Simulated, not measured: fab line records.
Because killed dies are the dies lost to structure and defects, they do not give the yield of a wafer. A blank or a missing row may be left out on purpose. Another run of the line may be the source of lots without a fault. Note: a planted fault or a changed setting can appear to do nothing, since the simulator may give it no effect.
A lot that was struck, set against a sound lot	flow n5_finfet	18 out of 1938 route steps
Sound: wafers L333.3, L333.4, L333.6. Wafers struck: L342.1, L342.4, L342.6. At the end, the cause is stated.
Each step with rows lists, per side, the tool, then ch with its chambers, then its first start. Under that, the readings that differ: sound wafers	struck wafers	difference of the means	sigmas: that difference in standard deviations of wafers without a fault.
alike: a reading whose means differ by less than 2 such deviations, as well as words and numbers matching on both sides. not compared: withheld readings; readings where some wafer has no value; bounds like >300 that might hide an equal value; numbers whose values overlap and for which the record gives no deviation.
Wherever a step has rows on one side only, a row that says differs or no value, or a row with sigmas, the two part there. Numbers that don't overlap but have no deviation are shown without sigmas and don't part them. Lack of a reading on every wafer of one side parts them only where that side has two or more wafers.

first, 1 step without rows for these wafers: N5_SD_EPI_N_DEVELOP_08 (develop time 30 s).
N5_SD_EPI_N_CD_MEAS_09: target cd 120 nm.
  sound on cd_sem-02 ch 0, day 3 15:36; struck on cd_sem-02 ch 0, day 5 21:20
reading	sound	struck	difference	sigmas
cd_nm (nm)	119.9 120.2 120.0	120.8 122.7 121.7	+1.7	+2
N5_SD_EPI_N_OVL_MEAS_10:
  sound on overlay-01 ch 0, day 3 15:38; struck on overlay-02 ch 0, day 5 21:22
  alike: SD_N_BLK_OVL
N5_SD_EPI_N_INSPECT_11: inspects for defects (macro).
  sound: defect_inspect-02 at day 3 15:39; struck: defect_inspect-01 at day 5 21:23
  alike: raw_defect_count
N5_SD_EPI_N_DESCUM_14: chemistry O2, time 7.9 s.
  sound on rie_diel-01 ch 2,3, day 3 15:41; struck on rie_diel-06 ch 0,1,3, day 5 21:29
  alike: chamber_pressure_mTorr, drypump_motor_current_A, oes_product_au, rf_vpp_V, showerhead_plenum_p_Torr, throttle_valve_pct
  not compared: rf_hours_counter_h
N5_SD_EPI_N_ETCH_34: etches SiARC in CF4, target depth 45.5 nm, time 75.8 s.
  sound on rie_diel-01 ch 2,3, day 3 15:43; struck on rie_diel-06 ch 0,1,3, day 5 21:31
  alike: chamber_pressure_mTorr, drypump_motor_current_A, etch_rf_on_time_s, oes_product_au, rf_vpp_V, showerhead_plenum_p_Torr, throttle_valve_pct
  not compared: rf_hours_counter_h
N5_SD_EPI_N_ETCH_35: etches SOC in N2/H2, overetch 108 nm, time 486 s.
  sound on rie_diel-01 ch 2,3, day 3 15:46; struck on rie_diel-06 ch 0,1,3, day 5 21:35
  alike: chamber_pressure_mTorr, drypump_motor_current_A, oes_product_au, rf_vpp_V, showerhead_plenum_p_Torr, throttle_valve_pct
  not compared: rf_hours_counter_h
then, 3 steps without rows for these wafers: N5_SD_EPI_N_STRIP_36 (strips in N2/H2); N5_SD_EPI_N_ETCHBACK_44 (etches SiNx in CH3F/O2, stops on SiO2, target depth 14.5 nm); N5_SD_EPI_N_ETCH_45 (etches SiOCN in CH3F/O2, target depth 6 nm).
N5_SD_EPI_N_ETCH_16: etches SiO2 in CHF3/O2, target depth 5 nm.
  sound on rie_diel-01 ch 2,3, day 3 16:18; struck on rie_diel-06 ch 0,1,3, day 5 22:06
reading	sound	struck	difference	sigmas
chamber_pressure_mTorr (mTorr)	29.979 29.978 29.981	30.009 30.063 30.034	+0.056	+2
  alike: CHF3_flow_sccm, drypump_motor_current_A, oes_product_au, rf_vpp_V, showerhead_plenum_p_Torr, throttle_valve_pct
  not compared: rf_hours_counter_h
then, 1 step without rows for these wafers: N5_SD_EPI_N_STRIP_47 (strips in CHF3/O2).
N5_SD_EPI_N_SD_RECESS_17: chemistry HBr/Cl2/O2, target depth 41 nm, time 23.7 s, bt time 3 s.
  sound on rie_si-05 ch 0,2,3, day 3 16:22; struck on rie_si-05 ch 1,2, day 5 22:11
reading	sound	struck	difference	sigmas
model.SD_EPI_N.feature_depth_nm (nm)	41 40.8 41.4	34.8 33.8 34.6	-6.7	
model.etch.depth_nm (nm)	41.1 40.71 41.46	34.84 33.86 34.66	-6.64	
model.Si_of_WELL_APT_EPI_41.thk_nm (nm)	8.8 9.6 8.4	15 15 14.6	+6	
  alike: chamber_pressure_mTorr, drypump_motor_current_A, oes_product_au, throttle_valve_pct
  not compared: rf_hours_counter_h
N5_SD_EPI_N_STRIP_38: strips in N2/H2.
  sound on plasma_asher-01 ch 0,1, day 3 16:29; struck on plasma_asher-01 ch 0,1, day 5 22:16
  alike: drypump_motor_current_A, heater_power_w, oes_product_au
  not compared: rf_hours_counter_h
then, 1 step without rows for these wafers: N5_SD_EPI_N_WET_ETCH_43 (etches SiO2 in dHF, time 14 s, target depth 1.5 nm).
N5_SD_EPI_N_STRIP_18: strips in SPM, time 750 s.
  sound on wet_bench-04 ch 1,3,5, day 3 16:34; struck on wet_bench-05 ch 4,5,6, day 5 22:22
reading	sound	struck	difference	sigmas
model.Si_of_WELL_APT_EPI_41.thk_nm (nm)	8.4 9.2 8	14.6 14.6 14.2	+5.9	
  alike: bath_guard_temp_C
then, 2 steps without rows for these wafers: N5_SD_EPI_N_SRD_20 (time 30 s); N5_PASSIVATION_PROBE_49.

WHERE THEY PART
First at N5_SD_EPI_N_CD_MEAS_09; last, within this record, at N5_SD_EPI_N_ETCH_16. Later steps at which nothing parts them and some readings are alike: N5_SD_EPI_N_SD_RECESS_17, N5_SD_EPI_N_STRIP_38, N5_SD_EPI_N_STRIP_18.

WHY: what the simulator had put in
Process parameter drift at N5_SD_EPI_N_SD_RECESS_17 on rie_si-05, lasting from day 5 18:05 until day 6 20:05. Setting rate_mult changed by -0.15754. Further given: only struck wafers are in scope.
